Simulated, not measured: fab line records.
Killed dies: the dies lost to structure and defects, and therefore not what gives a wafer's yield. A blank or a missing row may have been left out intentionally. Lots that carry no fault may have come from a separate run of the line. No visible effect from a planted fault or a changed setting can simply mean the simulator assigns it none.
Chamber matching | flow nand_harc | ald_hk-02 running NHARC_A_STAIRCASE_ALD_415: 4 sister chambers
The step deposits SiO2, target thk 30 nm, pulse time 6 s, ald cycles 300. 22 wafers are shown with their chamber, then 11 later ones without.

== WAFERS PAIRED WITH THEIR CHAMBERS ==
wafer  | chamber | heater_power_w (W) | precursor_pulse_height_rel
L075.1 | 2       | 489                | 0.978
L075.3 | 3       | 480                | 0.977
L075.4 | 1       | 474                | 1.002
L076.2 | 1       | 470                | 1.008
L076.3 | 0       | 388                | 0.986
L076.4 | 3       | 481                | 0.996
L080.1 | 0       | 379                | 1.002
L080.2 | 2       | 479                | 1.051
L080.5 | 2       | 482                | 0.994
L081.3 | 2       | 481                | 1.033
L081.4 | 1       | 460                | 1.003
L081.5 | 2       | 492                | 0.975
L082.3 | 0       | 386                | 0.993
L082.4 | 3       | 492                | 0.972
L082.5 | 0       | 386                | 0.998
L082.1 | 2       | 483                | 0.997
L082.2 | 1       | 465                | 0.978
L082.6 | 3       | 488                | 1.034
L091.2 | 2       | 457                | 0.977
L091.3 | 3       | 490                | 1.003
L091.6 | 3       | 469                | 0.983
L093.2 | 3       | 468                | 0.988

SIGNATURES (averages over the wafers above)
reading                    | chamber 0 | chamber 1 | chamber 2 | chamber 3 | scatter within a chamber
heater_power_w             | 384.75    | 467.25    | 480.43    | 481.14    | 9.1
precursor_pulse_height_rel | 0.99475   | 0.99775   | 1.00071   | 0.99329   | 0.0219
Rule: distance of a wafer from a chamber = root of the sum over the readings of ((wafer's reading minus chamber's mean) / reading's scatter) squared. The wafer belongs to the nearest chamber; if the next one is less than 2 further off, it can't be placed. The scatter: the root of (the sum of the squares of (reading less its chamber's mean) over the shown wafers, divided by (wafers less chambers)).

== WAFERS WITH NO CHAMBER GIVEN ==
wafer  | heater_power_w (W) | precursor_pulse_height_rel
L093.3 | 405                | 1.001
L093.5 | 468                | 1.036
L095.3 | 394                | 1.028
L095.5 | 459                | 1.000
L095.6 | 460                | 0.965
L094.1 | 410                | 1.024
L094.3 | 472                | 1.001
L094.4 | 463                | 0.999
L097.2 | 398                | 1.008
L097.3 | 464                | 1.007
L097.4 | 457                | 1.008

== CHAMBER TAKEN BY EACH ==
wafer  | from the rows above          | in truth
L093.3 | 0                            | 0
L093.5 | can't be placed: 1 or 2 or 3 | 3
L095.3 | 0                            | 0
L095.5 | can't be placed: 1 or 2 or 3 | 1
L095.6 | can't be placed: 1 or 3 or 2 | 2
L094.1 | 0                            | 0
L094.3 | can't be placed: 1 or 2 or 3 | 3
L094.4 | can't be placed: 1 or 2 or 3 | 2
L097.2 | 0                            | 0
L097.3 | can't be placed: 1 or 2 or 3 | 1
L097.4 | can't be placed: 1 or 2 or 3 | 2
Correctly placed: 4 of 11. Can't be placed from these rows: 7 (the true chamber is among the candidates in 7). 0 placed wrongly.
